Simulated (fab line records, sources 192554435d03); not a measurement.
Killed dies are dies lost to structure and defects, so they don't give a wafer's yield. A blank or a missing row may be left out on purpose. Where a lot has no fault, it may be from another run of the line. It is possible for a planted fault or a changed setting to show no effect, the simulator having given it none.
Matching of chambers :: flow n5-finfet :: N5_PMOS_HMC_CHANNEL_EPI_CMP_21 on cmp-02: 4 sister chambers
The step polishes SiGe30, target thk 54 nm. 8 wafers are shown with their chamber, then 7 later ones without.

WAFERS PAIRED WITH THEIR CHAMBERS
wafer: L076.1
chamber: 3
motor-current-A (A): 11.1
pad-life-wafers: 561

wafer: L076.4
chamber: 1
motor-current-A (A): 14.5
pad-life-wafers: 559

wafer: L079.1
chamber: 1
motor-current-A (A): 14.1
pad-life-wafers: 697

wafer: L081.3
chamber: 3
motor-current-A (A): 11.0
pad-life-wafers: 799

wafer: L085.3
chamber: 2
motor-current-A (A): 13.6
pad-life-wafers: 1124

wafer: L086.2
chamber: 2
motor-current-A (A): 11.9
pad-life-wafers: 1179

wafer: L086.4
chamber: 0
motor-current-A (A): 10.7
pad-life-wafers: 1177

wafer: L091.1
chamber: 0
motor-current-A (A): 10.3
pad-life-wafers: 1417

WAFERS MISSING THEIR CHAMBER
wafer: L091.2
motor-current-A (A): 13.9
pad-life-wafers: 1418

wafer: L091.4
motor-current-A (A): 13.1
pad-life-wafers: 1419

wafer: L096.2
motor-current-A (A): 14.0
pad-life-wafers: 1634

wafer: L096.3
motor-current-A (A): 12.4
pad-life-wafers: 1635

wafer: L097.1
motor-current-A (A): 13.8
pad-life-wafers: 1689

wafer: L097.3
motor-current-A (A): 11.9
pad-life-wafers: 1687

wafer: L097.4
motor-current-A (A): 10.9
pad-life-wafers: 1688

EACH ONE'S CHAMBER
wafer: L091.2
from the rows above: 2
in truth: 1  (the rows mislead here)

wafer: L091.4
from the rows above: 2
in truth: 2

wafer: L096.2
from the rows above: can't be placed: 2 or 0
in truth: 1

wafer: L096.3
from the rows above: can't be placed: 2 or 0
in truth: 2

wafer: L097.1
from the rows above: can't be placed: 2 or 0
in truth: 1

wafer: L097.3
from the rows above: can't be placed: 0 or 2
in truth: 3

wafer: L097.4
from the rows above: can't be placed: 0 or 2
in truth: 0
Correct placement for 1 of the 7. Unplaceable from these rows: 5, with the true chamber sitting among the candidates in 2. Wrongly placed: 1.
How it was worked out, from the rows above alone: a wafer's distance from a chamber is the root of the sum, over the readings, of the square of ((its reading less the chamber's mean) divided by the reading's scatter). If the next closest chamber is less than 2 further off than the closest, the wafer can't be placed; otherwise it belongs to the closest. A chamber's mean is the mean of its shown wafers. The scatter: take each reading less its chamber's mean, square it, sum over the shown wafers, divide by the number of wafers less the number of chambers, and take the root.
